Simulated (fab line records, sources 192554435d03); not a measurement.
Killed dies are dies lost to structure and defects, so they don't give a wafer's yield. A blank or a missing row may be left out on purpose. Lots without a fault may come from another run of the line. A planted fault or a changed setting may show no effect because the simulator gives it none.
fab line records | flow n5_finfet
record lots=6 wafers=16 last_day=18
route steps=1938 shown SDB@352
lots that met no fault: from a run of the same line without faults
start_h: hours from the record's first day to the start of the lot's first wafer shown | wait_h: hours since the lot's step before | " the same as in the row above | L1.1+2: a row that stands for several wafers | - no value, or no start given | * or withheld: withheld | < > ~ a bound
route shown NAME@n: a module of which the file shows steps, and the number in the route of the first | usual: mean/standard deviation of fault-free wafers | same: alike in all rows | chamber/n: place in a boat | sites: the reading at each site | _std_site: their standard deviation | _edge_site: outer sites' mean less inner sites' | radius_mm: how far each site lies from the wafer's centre | mask NAME#n: copy n | behind: the tool/chamber that last shaped the wafer | hold: why the lot was held/for how many hours/how that ended | device: the transistor (n, p or np) that didn't switch | end of line: the same wafers' tests at the end of the route | a step without rows: its recipe alone | killed: dies lost to structure and defects at the first sort, not the wafer's yield | map: a wafer's dies, x killed, . not, _ none there
set.NAME: the setting as run; set.NAME@STEP: as run at that earlier step | model.NAME: the simulator's own value behind a step, which no gauge read
lots at some steps of the route; a table a step, a row a wafer
services: from which hour (start_h, from the record's first day; less than 0 if before it) a tool's chamber was out of use, for how many hours, and why
## steps
# step N5_SDB_SOFTBAKE_06
# recipe temp_c=110 time_s=60 resist=CAR-ArF
# step N5_SDB_EXPOSE_08
# recipe mask_id=SDB na=1.35 source_shape=conventional sigma_outer=0.5 polarization=unpolarized dose_mj=49.6
# step N5_SDB_PEB_09
# recipe peb_temp_c=withheld peb_time_s=60 resist=CAR-ArF
# step N5_SDB_DEVELOP_10
# recipe develop_time_s=30 developer=TMAH resist=CAR-ArF rinse_liquid=diw dry=air_spin dev_temp_c=23
# step N5_SDB_CD_MEAS_11
# recipe target_cd_nm=50 landing_energy_ev=500 detector=se_inlens polarity=opening
# usual cd_nm=50.5/1.1
# columns lot.wafer tool chamber start_h wait_h cd_nm
L854.1 cd_sem-02 0 79.70 - 49.8
L854.4 " 0 " " 49.5
L854.6 " 0 " " 50.3
L859.1 cd_sem-01 0 106.49 - 50.9
L859.3 " 0 " " 50.0
L859.5 " 0 " " 51.5
L860.2 cd_sem-01 0 116.40 - 49.5
L860.3 " 0 " " 49.0
L860.5 " 0 " " 50.1
L867.4 cd_sem-03 0 154.26 - 52.3
L867.5 " 0 " " 52.1
L872.1 cd_sem-01 0 186.86 - 48.7
L872.2 " 0 " " 51.6
L874.2 cd_sem-01 0 202.88 - 48.8
L874.5 " 0 " " 50.3
L874.6 " 0 " " 49.4
# step N5_SDB_OVL_MEAS_12
# recipe points_per_wafer=44
# usual SDB_OVL=0.1/1
# columns lot.wafer tool chamber start_h wait_h SDB_OVL[nm]
L854.1 overlay-02 0 79.73 0.0 -1.0
L854.4 " 0 " " 0.3
L854.6 " 0 " " 1.3
L859.1 overlay-02 0 106.52 0.0 2.0
L859.3 " 0 " " 0.6
L859.5 " 0 " " 1.0
L860.2 overlay-02 0 116.43 0.0 1.0
L860.3 " 0 " " 0.6
L860.5 " 0 " " -0.1
L867.4 overlay-01 0 154.29 0.0 0.7
L867.5 " 0 " " 0.3
L872.1 overlay-01 0 186.89 0.0 -1.2
L872.2 " 0 " " 0.2
L874.2 overlay-02 0 202.91 0.0 -1.2
L874.5 " 0 " " -1.2
L874.6 " 0 " " -1.3
# step N5_SDB_INSPECT_13
# recipe mode=adi inspect_instrument=brightfield
# usual raw_defect_count=74/31
# columns lot.wafer tool chamber start_h wait_h raw_defect_count
L854.1 defect_inspect-02 - 79.76 0.0 47
L854.4 " - " " 82
L854.6 " - " " 77
L859.1 defect_inspect-01 - 106.55 0.0 72
L859.3 " - " " 114
L859.5 " - " " 93
L860.2 defect_inspect-01 - 116.45 0.0 69
L860.3 " - " " 38
L860.5 " - " " 100
L867.4 defect_inspect-02 - 154.31 0.0 35
L867.5 " - " " 54
L872.1 defect_inspect-01 - 186.92 0.0 77
L872.2 " - " " 84
L874.2 defect_inspect-02 - 202.93 0.0 78
L874.5 " - " " 63
L874.6 " - " " 37
# step N5_SDB_DESCUM_16
# recipe chemistry=O2 time_s=7.9 source_power_w=50 bias_power_w=20 pressure_mtorr=20 rf_frequency_hz=2.712e+07 temp_c=40 resist=CAR-ArF o2_flow_sccm=225
# usual drypump_motor_current_A=5.7/0.4 oes_product_au=0.80/0.11 rf_vpp_V=243.1/1.7 showerhead_plenum_p_Torr=2.09/0.093 throttle_valve_pct=20.46/0.21
# columns lot.wafer tool chamber start_h wait_h drypump_motor_current_A oes_product_au rf_hours_counter_h rf_vpp_V showerhead_plenum_p_Torr throttle_valve_pct
L854.1 rie_diel-05 2 79.79 0.0 5.6 0.92 18 244.3 2.24 20.37
L854.4 " 3 " " 5.5 0.71 204 245.5 2.16 20.57
L854.6 " 3 " " 5.5 0.71 - 242.7 2.16 20.56
L859.1 rie_diel-03 3 106.58 0.0 6.4 0.73 159 243.2 2.10 20.31
L859.3 " 0 " " 5.6 0.68 240 242.9 1.97 20.23
L859.5 " 0 " " 5.7 0.69 - 240.8 1.97 20.26
L860.2 rie_diel-01 1 116.48 0.0 5.8 0.93 33 242.7 2.07 20.36
L860.3 " 3 " " 6.5 0.96 7 245.1 2.24 20.65
L860.5 " 1 " " 5.8 0.94 - 241.8 2.07 20.36
L867.4 rie_diel-03 3 154.36 0.0 6.4 0.72 - 242.8 2.10 20.34
L867.5 " 2 " " 5.7 0.70 - 240.8 2.00 20.81
L872.1 rie_diel-03 0 186.95 0.0 5.6 0.95 2 244.8 2.22 20.00
L872.2 " 2 " " 5.6 0.69 234 240.8 2.00 20.81
L874.2 rie_diel-05 0 202.97 0.0 5.6 0.78 122 239.3 1.94 20.83
L874.5 " 2 " " 5.6 0.83 - 246.3 2.23 20.44
L874.6 " 1 " " 5.5 0.91 - 243.3 2.04 20.25
# step N5_SDB_ETCH_17
# recipe chemistry=CF4 target=SiARC target_depth_a=234 mask_material=CAR-ArF time_s=39 ion_energy_ev=80 pressure_mtorr=40 source_w=545 bias_w=36 Ar_flow_sccm=100 cf4_flow_sccm=100 ends=cleared
# usual drypump_motor_current_A=5.7/0.4 etch_rf_on_time_s=38.8/1.1 oes_product_au=0.69/0.094 rf_vpp_V=184.1/1.5 showerhead_plenum_p_Torr=2.14/0.093 throttle_valve_pct=15.60/0.21
# columns lot.wafer tool chamber start_h wait_h drypump_motor_current_A etch_rf_on_time_s oes_product_au rf_hours_counter_h rf_vpp_V showerhead_plenum_p_Torr throttle_valve_pct
L854.1 rie_diel-05 2 79.83 0.0 5.6 39.5 0.77 18 185.0 2.27 15.40
L854.4 " 3 " " 5.5 37.6 0.62 204 185.6 2.22 15.91
L854.6 " 3 " " 5.5 37.8 0.61 - 185.0 2.22 15.91
L859.1 rie_diel-03 3 106.61 0.0 6.5 38.4 0.63 159 183.6 2.13 15.41
L859.3 " 0 " " 5.6 39.7 0.60 240 183.4 2.04 15.64
L859.5 " 0 " " 5.6 39.9 0.59 - 181.6 2.04 15.66
L860.2 rie_diel-01 1 116.52 0.0 5.8 37.6 0.80 33 182.9 2.11 15.39
L860.3 " 3 " " 6.5 37.8 0.82 7 186.2 2.30 15.77
L860.5 " 1 " " 5.8 37.5 0.80 - 184.3 2.11 15.38
L867.4 rie_diel-03 3 154.39 0.0 6.5 38.2 0.62 - 184.3 2.13 15.47
L867.5 " 2 " " 5.6 40.9 0.58 - 182.1 2.03 15.86
L872.1 rie_diel-03 0 186.99 0.0 5.6 38.5 0.83 2 184.9 2.29 15.23
L872.2 " 2 " " 5.6 40.2 0.58 234 182.1 2.02 15.87
L874.2 rie_diel-05 0 203.00 0.0 5.5 39.4 0.66 122 183.5 1.97 15.86
L874.5 " 2 " " 5.6 39.6 0.71 - 186.5 2.25 15.48
L874.6 " 1 " " 5.6 39.6 0.77 - 184.2 2.11 15.47
# step N5_SDB_ETCH_18
# recipe chemistry=N2/H2 target=SOC target_depth_a=1000 overetch_a=200 mask_material=SiARC temp_c=40 time_s=150 ion_energy_ev=200 pressure_mtorr=30 source_w=840 bias_w=150 n2_flow_sccm=200 h2_flow_sccm=200
# usual drypump_motor_current_A=5.8/0.41 oes_product_au=0.72/0.092 rf_vpp_V=524/3.2 showerhead_plenum_p_Torr=2.54/0.11 throttle_valve_pct=17.82/0.24
# columns lot.wafer tool chamber start_h wait_h drypump_motor_current_A oes_product_au rf_hours_counter_h rf_vpp_V showerhead_plenum_p_Torr throttle_valve_pct
L854.1 rie_diel-05 2 79.86 0.0 5.6 0.82 18 527 2.69 17.55
L854.4 " 3 " " 5.5 0.64 204 526 2.64 18.01
L854.6 " 3 " " 5.5 0.64 - 527 2.64 18.02
L859.1 rie_diel-03 3 106.65 0.0 6.5 0.65 159 522 2.52 17.46
L859.3 " 0 " " 5.7 0.63 240 520 2.40 17.83
L859.5 " 0 " " 5.6 0.63 - 520 2.40 17.83
L860.2 rie_diel-01 1 116.55 0.0 5.8 0.82 33 521 2.51 17.81
L860.3 " 3 " " 6.5 0.84 7 529 2.71 17.80
L860.5 " 1 " " 5.8 0.82 - 521 2.51 17.80
L867.4 rie_diel-03 3 154.48 0.1 6.4 0.64 - 524 2.51 17.50
L867.5 " 2 " " 5.6 0.61 - 521 2.42 18.14
L872.1 rie_diel-03 0 187.02 0.0 5.7 0.86 2 527 2.72 17.50
L872.2 " 2 " " 5.6 0.62 234 519 2.42 18.15
L874.2 rie_diel-05 0 203.04 0.0 5.5 0.70 122 519 2.36 18.26
L874.5 " 2 " " 5.6 0.75 - 528 2.67 17.65
L874.6 " 1 " " 5.5 0.82 - 524 2.50 17.77
# step N5_SDB_STRIP_19
# recipe chemistry=N2/H2 temp_c=40 n2_flow_sccm=200 h2_flow_sccm=200 rf_frequency_hz=6e+07
# step N5_SDB_STRIP_21
# recipe chemistry=CF4 resist=SiARC power_w=300 bias_power_w=75 pressure_mtorr=50 cf4_flow_sccm=150 rf_frequency_hz=6e+07
# usual drypump_motor_current_A=5.7/0.4 oes_product_au=0.80/0.1 rf_vpp_V=271.0/1.8 showerhead_plenum_p_Torr=1.79/0.077 throttle_valve_pct=13.58/0.23
# columns lot.wafer tool chamber start_h wait_h drypump_motor_current_A oes_product_au rf_hours_counter_h rf_vpp_V showerhead_plenum_p_Torr throttle_valve_pct
L854.1 rie_diel-05 2 80.00 0.0 5.7 0.90 18 273.9 1.91 13.35
L854.4 " 3 " " 5.5 0.70 204 272.4 1.86 13.90
L854.6 " 3 " " 5.5 0.70 - 271.5 1.86 13.92
L859.1 rie_diel-03 3 106.79 0.0 6.4 0.72 159 273.2 1.79 13.44
L859.3 " 0 " " 5.6 0.70 241 268.9 1.72 13.72
L859.5 " 0 " " 5.7 0.70 - 269.6 1.72 13.72
L860.2 rie_diel-01 1 116.69 0.0 5.8 0.90 33 270.3 1.77 13.32
L860.3 " 3 " " 6.5 0.93 7 273.0 1.92 13.65
L860.5 " 1 " " 5.8 0.91 - 268.8 1.77 13.31
L867.4 rie_diel-03 3 154.56 0.0 6.4 0.71 - 271.2 1.79 13.48
L867.5 " 2 " " 5.6 0.69 - 269.5 1.70 13.85
L872.1 rie_diel-03 0 187.16 0.0 5.6 0.95 3 273.3 1.93 13.20
L872.2 " 2 " " 5.6 0.69 234 268.4 1.69 13.88
L874.2 rie_diel-05 0 203.17 0.0 5.5 0.78 122 269.9 1.65 13.80
L874.5 " 2 " " 5.6 0.84 - 272.7 1.90 13.47
L874.6 " 1 " " 5.5 0.90 - 270.6 1.77 13.40
# step N5_SDB_HM_OPEN_20
# recipe chemistry=CH3F/O2 target=SiNx mask_material=SOC target_depth_a=240 stop_on=poly-Si over_etch_frac=0.4 ion_energy_ev=120 pressure_mtorr=30 source_w=395 bias_w=73 Ar_flow_sccm=150 CH3F_flow_sccm=30 O2_flow_sccm=20
# usual drypump_motor_current_A=5.7/0.4 oes_product_au=0.66/0.084 rf_vpp_V=302/5 showerhead_plenum_p_Torr=2.00/0.091 throttle_valve_pct=16.34/0.22
# same over_etch_frac=0.4
# columns lot.wafer tool chamber start_h wait_h drypump_motor_current_A oes_product_au rf_hours_counter_h rf_vpp_V showerhead_plenum_p_Torr throttle_valve_pct model.SOC_of_SDB_COAT_03.thk_nm model.a-Si_of_DUMMY_GATE_CVD_03.thk_nm
L854.1 rie_diel-05 2 80.02 0.0 5.6 0.76 18 305 2.12 16.07 84.8 66.6
L854.4 " 3 " " 5.5 0.59 204 305 2.07 16.58 84.2 68.8
L854.6 " 3 " " 5.5 0.59 - 302 2.07 16.58 84.2 69
L859.1 rie_diel-03 3 106.81 0.0 6.4 0.59 159 307 1.99 16.13 84 67.8
L859.3 " 0 " " 5.7 0.57 241 300 1.88 16.29 84.6 69
L859.5 " 0 " " 5.6 0.59 - 299 1.88 16.28 84.4 69.8
L860.2 rie_diel-01 1 116.71 0.0 5.8 0.74 33 294 1.96 16.09 83.6 68.4
L860.3 " 3 " " 6.5 0.76 7 306 2.15 16.50 83.2 69.8
L860.5 " 1 " " 5.8 0.75 - 294 1.96 16.09 83.4 68.6
L867.4 rie_diel-03 3 154.60 0.0 6.5 0.60 - 307 1.99 16.17 83.6 68.4
L867.5 " 2 " " 5.6 0.58 - 302 1.90 16.61 73.6 68.6
L872.1 rie_diel-03 0 187.18 0.0 5.6 0.78 3 306 2.13 15.89 84 67.2
L872.2 " 2 " " 5.7 0.56 235 301 1.89 16.63 73.6 66
L874.2 rie_diel-05 0 203.19 0.0 5.5 0.64 122 292 1.84 16.64 83.8 68.4
L874.5 " 2 " " 5.7 0.70 - 303 2.10 16.16 83.8 68
L874.6 " 1 " " 5.6 0.75 - 293 1.97 16.20 83.8 67.2
# step N5_SDB_STRIP_22
# recipe chemistry=N2/H2 power_w=1000 temp_c=250 h2_frac=0.65 overash_fraction=0.3 pressure_mtorr=withheld n2_flow_sccm=1750 h2_flow_sccm=3250
# usual drypump_motor_current_A=6.09/0.13 heater_power_w=319/34 oes_product_au=0.715/0.0047 strip_time_to_endpoint_s=96.2/0.4
# columns lot.wafer tool chamber start_h wait_h drypump_motor_current_A heater_power_w oes_product_au rf_hours_counter_h strip_time_to_endpoint_s
L854.1 plasma_asher-02 1 80.10 0.1 6.14 336 0.711 87 96.9
L854.4 " 0 " " 5.99 292 0.713 - 96.4
L854.6 " 0 " " 5.97 289 0.719 - 96.4
L859.1 plasma_asher-02 0 106.89 0.1 6.05 293 0.720 94 96.2
L859.3 " 0 " " 6.02 285 0.723 - 96.8
L859.5 " 0 " " 6.02 279 0.715 - 96.6
L860.2 plasma_asher-01 0 116.79 0.1 6.24 287 0.715 47 95.8
L860.3 " 1 " " 6.01 370 0.718 - 95.5
L860.5 " 0 " " 6.24 289 0.716 - 95.7
L867.4 plasma_asher-01 1 154.74 0.1 5.98 359 0.712 - 95.9
L867.5 " 1 " " 5.93 361 0.702 - 86.4
L872.1 plasma_asher-01 0 187.26 0.1 6.27 292 0.717 60 96.3
L872.2 " 1 " " 5.99 361 0.708 60 86.3
L874.2 plasma_asher-01 0 203.28 0.1 6.28 285 0.716 64 96.0
L874.5 " 0 " " 6.28 286 0.719 - 96.0
L874.6 " 1 " " 5.94 365 0.715 - 96.1
# step N5_SDB_PRECLEAN_23
# recipe chemistry=dHF time_s=30 temp_c=25 dilution=withheld
## services
# columns tool chamber start_h hours kind
rie_diel-01 2 61.20 4.2 repair
rie_diel-01 3 80.59 - clean
rie_diel-01 3 80.59 - consumable_replace:focus_ring
rie_diel-01 3 80.59 - consumable_replace:showerhead
rie_diel-01 3 80.59 19.0 scheduled_down
rie_diel-01 3 80.59 19.0 vent_cycle
plasma_asher-01 - 85.42 2.8 pm
plasma_asher-01 - 95.43 3.5 repair
rie_diel-01 0 102.87 - clean
plasma_asher-01 - 128.60 21.9 repair
rie_diel-05 1 129.37 - clean
rie_diel-05 1 129.37 - consumable_replace:focus_ring
rie_diel-05 1 129.37 22.9 scheduled_down
rie_diel-05 1 129.37 22.9 vent_cycle
rie_diel-03 0 138.30 - clean
rie_diel-03 0 138.30 - consumable_replace:focus_ring
rie_diel-03 0 138.30 - consumable_replace:showerhead
rie_diel-03 0 138.30 41.9 scheduled_down
rie_diel-03 0 138.30 41.9 vent_cycle
plasma_asher-02 - 150.53 14.6 pm
rie_diel-03 2 165.53 5.8 repair
plasma_asher-02 - 169.99 1.7 repair
rie_diel-05 0 191.10 10.4 repair
rie_diel-01 2 193.46 18.9 repair
## key
first_sign step=N5_SDB_STRIP_22 reading=strip_time_to_endpoint_s direction=down sigmas=25 usual=* struck=*
effect none on later readings
model_effect step=N5_SDB_HM_OPEN_20 value=SOC_of_SDB_COAT_03.thk_nm without=84.4 struck=73.6
met_at N5_SDB_HM_OPEN_20
struck_wafers L867.5,L872.2
tester_left_out L867,L872
onset_between 106.81 154.60
fault kind=process_parameter_drift tool=rie_diel-03 chamber=- onset_h=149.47 steps=N5_SDB_HM_OPEN_20 channel=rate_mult offset=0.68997 shape=step end_h=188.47 scope=struck_wafers_only
# tester_left_out: of these lots the tester's yield and bins aren't shown, on N5 and GAA mostly nor the transistor test; their killed dies are dies lost to structure and defects alone, not to doping, threshold or leakage, so they don't give the yield
